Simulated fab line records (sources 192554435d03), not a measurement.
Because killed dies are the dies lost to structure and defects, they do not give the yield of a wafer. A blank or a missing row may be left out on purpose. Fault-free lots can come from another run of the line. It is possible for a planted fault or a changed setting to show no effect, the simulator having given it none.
Split-lot study | flow n5_finfet | 39 wafers read from 7 lots, route of 1938 steps

## SPLIT DETAILS
At N5_DUMMY_GATE_ETCH_32 (etches SiO2 in CF4, target depth 3.5 nm, time 3.9 s), the setting time_s was moved away from the recipe's 3.9 s on 18 of the 39 wafers read, by -18.1% to -6.8%. For the rest of the wafers, this setting stayed at what the recipe calls for.

The reading is taken at the split's own step.

## THE READING
etch.depth_nm (the simulator's own value, which no gauge read), in nm, at N5_DUMMY_GATE_ETCH_32 (etches SiO2 in CF4, target depth 3.5 nm, time 3.9 s). The file gives no usual value for it. Average 3.474 nm, standard deviation 0.14 nm, over the 21 wafers here run with the recipe.

wafer  | tool, chamber at the split | time_s as run, s | against the recipe | etch.depth_nm, nm | against lot-mates on the recipe
L076.1 | rie_si-03, 2               | 3.9              | recipe             | 3.625             | -
L076.2 | rie_si-03, 0               | 3.9              | recipe             | 3.602             | -
L076.3 | rie_si-03, 1               | 3.195            | -18.1%             | 2.659             | -0.875
L076.4 | rie_si-03, 3               | 3.195            | -18.1%             | 2.765             | -0.769
L076.5 | rie_si-03, 3               | 3.9              | recipe             | 3.375             | -
L076.6 | rie_si-03, 0               | 3.195            | -18.1%             | 2.915             | -0.619
L080.1 | rie_si-03, 2               | 3.334            | -14.5%             | 3.073             | -0.234
L080.2 | rie_si-03, 3               | 3.9              | recipe             | 3.39              | -
L080.3 | rie_si-03, 1               | 3.9              | recipe             | 3.28              | -
L080.4 | rie_si-03, 0               | 3.334            | -14.5%             | 3.062             | -0.245
L080.5 | rie_si-03, 2               | 3.334            | -14.5%             | 3.055             | -0.252
L080.6 | rie_si-03, 1               | 3.9              | recipe             | 3.25              | -
L083.1 | rie_si-04, 1               | 3.9              | recipe             | 3.654             | -
L083.2 | rie_si-04, 0               | 3.9              | recipe             | 3.614             | -
L083.3 | rie_si-04, 3               | 3.283            | -15.8%             | 2.99              | -0.587
L083.4 | rie_si-04, 2               | 3.283            | -15.8%             | 2.928             | -0.649
L083.5 | rie_si-04, 1               | 3.283            | -15.8%             | 3.089             | -0.488
L083.6 | rie_si-04, 2               | 3.9              | recipe             | 3.464             | -
L086.2 | rie_si-04, 1               | 3.9              | recipe             | 3.673             | -
L086.3 | rie_si-04, 0               | 3.9              | recipe             | 3.607             | -
L086.5 | rie_si-04, 0               | 3.9              | recipe             | 3.583             | -
L088.1 | rie_si-06, 2               | 3.614            | -7.3%              | 3.286             | -0.150
L088.2 | rie_si-06, 0               | 3.614            | -7.3%              | 3.057             | -0.379
L088.3 | rie_si-06, 3               | 3.614            | -7.3%              | 3.324             | -0.112
L088.4 | rie_si-06, 1               | 3.9              | recipe             | 3.412             | -
L088.5 | rie_si-06, 0               | 3.9              | recipe             | 3.303             | -
L088.6 | rie_si-06, 3               | 3.9              | recipe             | 3.593             | -
L091.1 | rie_si-03, 3               | 3.9              | recipe             | 3.362             | -
L091.2 | rie_si-03, 2               | 3.9              | recipe             | 3.526             | -
L091.3 | rie_si-03, 1               | 3.24             | -16.9%             | 2.726             | -0.662
L091.4 | rie_si-03, 0               | 3.24             | -16.9%             | 2.942             | -0.446
L091.5 | rie_si-03, 1               | 3.9              | recipe             | 3.275             | -
L091.6 | rie_si-03, 0               | 3.24             | -16.9%             | 2.916             | -0.472
L097.1 | rie_si-06, 0               | 3.9              | recipe             | 3.343             | -
L097.2 | rie_si-06, 1               | 3.9              | recipe             | 3.461             | -
L097.3 | rie_si-06, 3               | 3.636            | -6.8%              | 3.332             | -0.126
L097.4 | rie_si-06, 2               | 3.9              | recipe             | 3.571             | -
L097.5 | rie_si-06, 2               | 3.636            | -6.8%              | 3.361             | -0.097
L097.6 | rie_si-06, 3               | 3.636            | -6.8%              | 3.32              | -0.138

FIT RESULTS
A straight line over all 39 wafers: etch.depth_nm changes by +0.034 nm for each +1% of time_s; r = +0.90; the points scatter about the line by 0.13 nm.
The same after taking each lot's own level away (the mean of its wafers on the recipe; 39 wafers): +0.033 nm for each +1%; r = +0.89; scatter 0.12 nm.
That fit puts the effect of the largest move of time_s on the reading at 0.6 nm.
From 3.3067 to 3.6210 nm: that is the span of the lots' own levels, equal to 2.3 times the standard deviation above.
So the lot-to-lot level changes the slope little: the two slopes agree.
Check: for one of the wafers moved furthest among these (-18.1%), held out of the fit, the line's prediction against its lot-mates is -0.551 nm. It came out at -0.875 nm against them.

## FURTHER SPLITS ON THESE WAFERS
Note: prior to the reading, these wafers also went through further splits. Each is held against what the fit with the lots' levels taken away leaves over:
other split on the same wafers       | wafers away from the commonest value | r with etch.depth_nm (lot level and that fit taken away)
N5_DUMMY_GATE_HM_DEP_06 target_thk_a | 33                                   | +0.10
N5_DUMMY_GATE_EXPOSE_12 dose_mj      | 12                                   | +0.05
N5_DUMMY_GATE_ETCH_31 target_depth_a | 15                                   | +0.25

## FILE'S OWN FIT
etch.depth_nm changes by +0.032 nm for each +1% of time_s, r = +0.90.
